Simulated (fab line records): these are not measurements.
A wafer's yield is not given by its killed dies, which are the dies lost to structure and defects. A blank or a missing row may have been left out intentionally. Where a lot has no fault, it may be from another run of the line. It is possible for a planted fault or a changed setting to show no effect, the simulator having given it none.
A lot that was struck, set against a sound lot -- flow nand harc -- 14 steps out of a route of 1302
Sound: wafers L744.2, L744.3, L744.6. Struck: wafer L756.1. (L756.2, L756.4 of the same lot were not struck and are left out.) The cause comes at the end.
Per side, at each step with rows, come the tool, then ch with its chambers, and then its first start. Under that, the readings that differ: sound wafers -- struck wafers -- difference of the means -- sigmas: that difference in standard deviations of wafers without a fault.
alike: a reading whose means differ by less than 2 such deviations, as well as words and numbers matching on both sides. not compared: withheld readings; readings where some wafer has no value; bounds like >300 that might hide an equal value; numbers whose values overlap and for which the record gives no deviation.
A row with sigmas, a row that says differs or no value, or rows on one side alone: a step with any of these is where the two part. Numbers that don't overlap but have no deviation are shown without sigmas and don't part them. A reading missing from all wafers of one side parts the sides only when that side holds two or more wafers.

first, 9 steps without rows for these wafers: NHARC_A_STAIRCASE_DEHYDRATE_01 (time 120 s); NHARC_A_STAIRCASE_HMDS_02 (time 30 s); NHARC_A_STAIRCASE_COAT_03; NHARC_A_STAIRCASE_SOFTBAKE_04 (time 170 s); NHARC_A_STAIRCASE_EBR_05; NHARC_A_STAIRCASE_EXPOSE_06 (exposes mask STAIR); NHARC_A_STAIRCASE_PEB_07 (peb time 130 s); NHARC_A_STAIRCASE_DEVELOP_08 (time 140 s); NHARC_A_STAIRCASE_HARDBAKE_10 (time 140 s).
NHARC_A_STAIRCASE_DESCUM_11: chemistry O2, time 3 s.
  sound on rie diel-12 ch 0,1,3, day 18 06:11; struck on rie diel-03 ch 0, day 22 21:14
  alike: drypump motor current A, oes product au, rf vpp V, showerhead plenum p Torr, throttle valve pct
  not compared: rf hours counter h
NHARC_A_STAIRCASE_TRIM_12: chemistry O2, time 211.2 s.
  sound on rie diel-12 ch 0,3, day 18 06:17; struck on rie diel-03 ch 0, day 22 21:32
reading,sound,struck,difference,sigmas
rf vpp V (V),57.7 59.6 60.0,57.0,-2.1,-2
  alike: drypump motor current A, oes product au, showerhead plenum p Torr, throttle valve pct
  not compared: rf hours counter h
NHARC_A_STAIRCASE_ETCH_13: etches the open film in C4F8/O2, target depth 100 nm, time 40.5 s.
  sound on rie diel-12 ch 0,3, day 18 06:52; struck on rie diel-03 ch 2, day 22 21:43
reading,sound,struck,difference,sigmas
oes product au (a.u.),0.917 0.936 0.929,0.761,-0.166,-11
  alike: rf vpp V
  not compared: rf hours counter h
NHARC_A_STAIRCASE_TRIM_14: chemistry O2, time 211.2 s.
  sound on rie diel-12 ch 1,2,3; struck on rie diel-03 ch 2
reading,sound,struck,difference,sigmas
drypump motor current A (A),5.9 6.3 6.2,5.0,-1.1,-2
throttle valve pct (%),17.042 17.037 17.049,17.021,-0.022,-2
  alike: oes product au, rf vpp V, showerhead plenum p Torr
  not compared: rf hours counter h
-- record jumps: 9 days between struck wafers' starts before vs after; left off in module A_STAIRCASE, resumes in module END, first step shown is number 1302 of the route --
NHARC_END_SORT_01:
  only the struck wafers appear in the record here, on prober-02 ch 0 at day 31 11:17; the sound ones have no rows

WHERE THEY PART
First at NHARC_A_STAIRCASE_TRIM_12; last, within this record, at NHARC_END_SORT_01.

WHY: what the simulator had put in
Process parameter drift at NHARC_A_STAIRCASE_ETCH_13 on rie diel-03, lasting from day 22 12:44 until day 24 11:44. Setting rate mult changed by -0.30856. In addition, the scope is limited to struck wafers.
